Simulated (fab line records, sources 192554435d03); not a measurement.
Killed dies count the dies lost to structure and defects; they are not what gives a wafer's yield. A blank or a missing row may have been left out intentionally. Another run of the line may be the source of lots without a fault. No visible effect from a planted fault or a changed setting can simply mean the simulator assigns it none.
3 desks looking at one fault :: flow n5 finfet :: what lay behind the numbers comes last; until then each desk has only its own

AT THE METROLOGY DESK
Means of the sampled wafers that have a number, per lot and without regard to the tool the lot ran on: this is what the gauges read. The brackets show how far a lot's mean lies from the usual mean; more than 4 standard deviations puts the lot out of limits, marked OUT.
Columns: A = cd nm at N5_BEOL_M9_CD_MEAS_28, usual 69.94 nm; B = V8_OVL at N5_BEOL_M9_OVL_MEAS_29, usual -0.8 nm; C = trench depth nm at N5_BEOL_M9_OCD_MEAS_38, usual 150 nm; D = cd nm at N5_BEOL_M9_CD_MEAS_35, usual 69.5 nm; E = M9_THK at N5_BEOL_M9_THK_MEAS_53, usual 138 nm
lot: L166
first seen here: day 11 01:24
A: 69.75
B: -0.3
C: 152
D: 69.5
E: 140

lot: L173
first seen here: day 12 20:55
A: 69.85
B: -0.2
C: 154
D: 70.0
E: 141

lot: L178
first seen here: day 14 04:13
A: 69.74
B: -1.1
C: 154
D: 69.7
E: 143

lot: L181
first seen here: day 16 01:20
A: 70.54
B: -0.6
C: 145
D: 69.2
E: 132

lot: L184
first seen here: day 16 04:18
A: 70.37
B: -1.5
C: 157
D: 69.6
E: 147

lot: L185
first seen here: day 17 00:35
A: 69.81
B: 0.0
C: 151
D: 69.5
E: 139
This desk's finding: nothing out of limits on any of the 6 lots.

THE DEFECT DESK
Inspection counts along the route, by lot: the mean over sampled wafers that carry a number. The brackets show how far a lot's mean lies from the usual mean; more than 4 standard deviations puts the lot out of limits, marked OUT.
Columns: A = raw defect count at N5_BEOL_M9_INSPECT_30, usual 384
lot: L166
first seen here: day 11 01:29
A: 525

lot: L173
first seen here: day 12 21:01
A: 403

lot: L178
first seen here: day 14 04:18
A: 336

lot: L181
first seen here: day 16 01:26
A: 385

lot: L184
first seen here: day 16 04:23
A: 531

lot: L185
first seen here: day 17 00:41
A: 346
This desk's finding: nothing out of limits on any of the 6 lots.

THE TOOL OWNER'S DESK: rie diel-04
The tool's own readings at N5_BEOL_M9_TRENCH_ETCH_37 (etches SiCOH lowk in C4F6/O2, target depth 151.43 nm, time 49 s): means of the sampled wafers that have a number, for each lot that ran on this tool. The brackets show how far a lot's mean lies from the usual mean; more than 4 standard deviations puts the lot out of limits, marked OUT.
Columns: A = drypump motor current A at N5_BEOL_M9_TRENCH_ETCH_37, usual 5.6 A; B = oes product au at N5_BEOL_M9_TRENCH_ETCH_37, usual 0.76 a.u.; C = rf vpp V at N5_BEOL_M9_TRENCH_ETCH_37, usual 665 V; D = run length s at N5_BEOL_M9_TRENCH_ETCH_37, usual 72.2 s; E = showerhead plenum p Torr at N5_BEOL_M9_TRENCH_ETCH_37, usual 2.85 Torr; F = throttle valve pct at N5_BEOL_M9_TRENCH_ETCH_37, usual 20.98 %
lot: L166
first seen here: day 11 01:49
A: 6.1
B: 0.73
C: 665
D: 72.5
E: 2.80
F: 21.10

lot: L173
first seen here: day 12 21:19
A: 6.0
B: 0.86
C: 664
D: 73.8
E: 2.94
F: 20.91

lot: L178
first seen here: day 14 04:44
A: 5.8
B: 0.72
C: 662
D: 73.8
E: 2.83
F: 21.19

lot: L185
first seen here: day 17 01:15
A: 5.9
B: 0.70
C: 666
D: 72.3
E: 2.82
F: 21.18
This desk's finding: nothing out of limits on any of the 4 lots.

ALL TOGETHER
At the metrology desk, nothing out of limits was observed.
Nothing out of limits was seen by the defect desk.
Nothing out of limits was seen by the tool owner's desk.

WHAT HAD BEEN PUT IN BY THE SIMULATOR
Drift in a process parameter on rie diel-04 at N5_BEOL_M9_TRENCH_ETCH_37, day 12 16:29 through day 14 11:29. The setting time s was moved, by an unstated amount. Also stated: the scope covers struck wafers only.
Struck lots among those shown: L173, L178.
